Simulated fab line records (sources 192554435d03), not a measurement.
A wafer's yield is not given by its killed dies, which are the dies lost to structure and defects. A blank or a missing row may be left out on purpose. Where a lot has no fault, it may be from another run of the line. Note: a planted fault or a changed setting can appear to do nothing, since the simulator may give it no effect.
Split-lot trial | flow n5_finfet | 7 lots, 21 wafers read, on a route of 1938 steps

== SPLIT DETAILS ==
At N5_BEOL_M1_EXPOSE_08 (exposes mask M1), the setting dose_mj was moved away from the recipe's 33 on 5 of the 21 wafers read, by -5.7% to +2.5%. For the rest of the wafers, this setting stayed at what the recipe calls for.

== FROM THE SPLIT TO THE READING: what the file shows between them, 2 steps ==
- N5_BEOL_M1_PEB_09: peb time 60 s
- N5_BEOL_M1_DEVELOP_10: develop time 30 s

== THE READING ==
At N5_BEOL_M1_CD_MEAS_11: cd_nm in nanometres, against a target cd of 17.05 nm. Typical for fault-free wafers on this fab line: 17.04 nm, with standard deviation 0.27 nm.

wafer  | tool, chamber at the split | dose_mj as run | against the recipe | cd_nm, nm | against lot-mates on the recipe
L074.1 | euv_scanner-01, 0          | 31.11          | -5.7%              | 16.13     | -0.95
L074.2 | euv_scanner-01, 0          | 33             | recipe             | 17.08     | -
L074.3 | euv_scanner-01, 0          | 31.11          | -5.7%              | 15.54     | -1.54
L081.1 | euv_scanner-02, 0          | 33             | recipe             | 16.78     | -
L081.3 | euv_scanner-02, 0          | 33             | recipe             | 16.84     | -
L081.4 | euv_scanner-02, 0          | 33             | recipe             | 17.17     | -
L086.3 | euv_scanner-01, 0          | 33             | recipe             | 17.25     | -
L086.4 | euv_scanner-01, 0          | 33             | recipe             | 17.00     | -
L086.5 | euv_scanner-01, 0          | 31.47          | -4.6%              | 16.45     | -0.68
L090.1 | euv_scanner-01, 0          | 33             | recipe             | 17.30     | -
L090.3 | euv_scanner-01, 0          | 33             | recipe             | 17.10     | -
L090.4 | euv_scanner-01, 0          | 33             | recipe             | 16.82     | -
L092.3 | euv_scanner-01, 0          | 33.79          | +2.4%              | 17.77     | +0.72
L092.5 | euv_scanner-01, 0          | 33             | recipe             | 17.00     | -
L092.6 | euv_scanner-01, 0          | 33             | recipe             | 17.09     | -
L095.3 | euv_scanner-01, 0          | 33             | recipe             | 16.93     | -
L095.4 | euv_scanner-01, 0          | 33             | recipe             | 16.68     | -
L095.6 | euv_scanner-01, 0          | 33             | recipe             | 16.96     | -
L096.1 | euv_scanner-02, 0          | 33.82          | +2.5%              | 17.30     | +0.36
L096.3 | euv_scanner-02, 0          | 33             | recipe             | 17.08     | -
L096.4 | euv_scanner-02, 0          | 33             | recipe             | 16.80     | -

FIT RESULTS
A straight line over all 21 wafers: cd_nm changes by +0.188 nm for each +1% of dose_mj; r = +0.89; the points scatter about the line by 0.22 nm.
The same after taking each lot's own level away (the mean of its wafers on the recipe; 21 wafers): +0.203 nm for each +1%; r = +0.92; scatter 0.19 nm.
According to that fit, moving dose_mj by its largest amount changes the reading by 1.2 nm.
The span of the lots' own levels, 16.857 to 17.125 nm, comes to 1.0 times the standard deviation stated above.
So the lot-to-lot level changes the slope little: the two slopes agree.
Check: for one of the wafers moved furthest among these (-5.7%), held out of the fit, the line's prediction against its lot-mates is -1.26 nm. Against them it came out at -0.95 nm.

== OTHER SPLITS ON THESE WAFERS ==
Before the reading, these wafers also passed through other splits. Each is held against what the fit with the lots' levels taken away leaves over:
other split on the same wafers               | wafers away from the commonest value | r with cd_nm (lot level and that fit taken away)
N5_GATE_CUT_COAT_35 spin_rpm                 | 5                                    | +0.14
N5_MOL_CONTACT_COAG_SPUTTER_143 target_thk_a | 9                                    | +0.11
N5_MOL_CONTACT_COAG_ALD_27 time_s            | 8                                    | -0.01
N5_BEOL_M0_SAQP_MANDREL_ETCH_20 icp_w        | 10                                   | +0.10
N5_BEOL_M0_SAQP_COAT_105 spin_rpm            | 4                                    | -0.18

== THE WHOLE CHAIN: every reading that the file lists as answering this split, in the file's order ==
step                  | what it does                                                | reading                                                               | change (the file's fit)               | r (the file's)
N5_BEOL_M1_CD_MEAS_11 | target cd 17.05 nm                                          | cd_nm                                                                 | +0.195 nm for each +1% of the setting | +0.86
N5_BEOL_M1_ETCH_74    | etches underlayer in N2/H2, target depth 6.5 nm, time 5.2 s | BEOL_M1.cd_offset_nm (the simulator's own value, which no gauge read) | +0.22 nm for each +1% of the setting  | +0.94

== FILE'S OWN FIT ==
cd_nm changes by +0.195 nm for each +1% of dose_mj, r = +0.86.
